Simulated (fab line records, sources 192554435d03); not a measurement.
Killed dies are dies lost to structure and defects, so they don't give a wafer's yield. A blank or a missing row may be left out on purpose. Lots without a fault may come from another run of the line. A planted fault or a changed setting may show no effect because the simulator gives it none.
Chamber matching | flow n5_finfet | N5_BEOL_M15_ETCH_59 on rie_diel-02: 3 sister chambers
The step etches BARC in N2/H2, target depth 89 nm, overetch 26.7 nm, time 67.9 s. 14 wafers are shown with their chamber, then 5 later ones without.

WAFERS WITH THEIR CHAMBER
wafer  | chamber | drypump_motor_current_A (A) | throttle_valve_pct (%) | showerhead_plenum_p_Torr (Torr)
L075.1 | 1       | 5.7                         | 17.64                  | 2.59
L075.4 | 3       | 6.2                         | 17.84                  | 2.69
L075.6 | 0       | 5.4                         | 18.31                  | 2.63
L079.2 | 3       | 6.3                         | 17.90                  | 2.68
L079.3 | 1       | 5.7                         | 17.67                  | 2.58
L079.5 | 3       | 6.3                         | 17.87                  | 2.68
L084.3 | 3       | 6.3                         | 17.90                  | 2.68
L084.4 | 1       | 5.7                         | 17.72                  | 2.58
L084.6 | 0       | 5.5                         | 18.36                  | 2.62
L086.1 | 0       | 5.5                         | 18.37                  | 2.62
L086.4 | 1       | 5.7                         | 17.71                  | 2.58
L086.5 | 0       | 5.4                         | 18.37                  | 2.62
L092.2 | 0       | 5.5                         | 18.41                  | 2.61
L092.3 | 3       | 6.3                         | 17.92                  | 2.68

SIGNATURES (means of the wafers above)
reading                  | chamber 0 | chamber 1 | chamber 3 | scatter within a chamber
drypump_motor_current_A  | 5.460     | 5.700     | 6.280     | 0.0426
throttle_valve_pct       | 18.3640   | 17.6850   | 17.8860   | 0.0346
showerhead_plenum_p_Torr | 2.6200    | 2.5825    | 2.6820    | 0.00568
Rule: a wafer's distance from a chamber is the root of the sum, over the readings, of the square of ((its reading less the chamber's mean) divided by the reading's scatter). The wafer belongs to the nearest chamber; if the next one is less than 2 further off, it can't be placed. The scatter: the root of (the sum of the squares of (reading less its chamber's mean) over the shown wafers, divided by (wafers less chambers)).

WAFERS WITHOUT THEIR CHAMBER
wafer  | drypump_motor_current_A (A) | throttle_valve_pct (%) | showerhead_plenum_p_Torr (Torr)
L092.6 | 5.5                         | 18.40                  | 2.61
L088.5 | 5.7                         | 17.72                  | 2.57
L088.6 | 5.5                         | 18.39                  | 2.61
L097.1 | 5.4                         | 18.40                  | 2.61
L097.4 | 6.3                         | 17.94                  | 2.67

WHICH CHAMBER EACH WENT THROUGH
wafer  | from the rows above | in truth
L092.6 | 0                   | 0
L088.5 | 1                   | 1
L088.6 | 0                   | 0
L097.1 | 0                   | 0
L097.4 | 3                   | 3
Placed correctly: 5 of 5. Can't be placed from these rows: 0. Placed wrongly: 0.
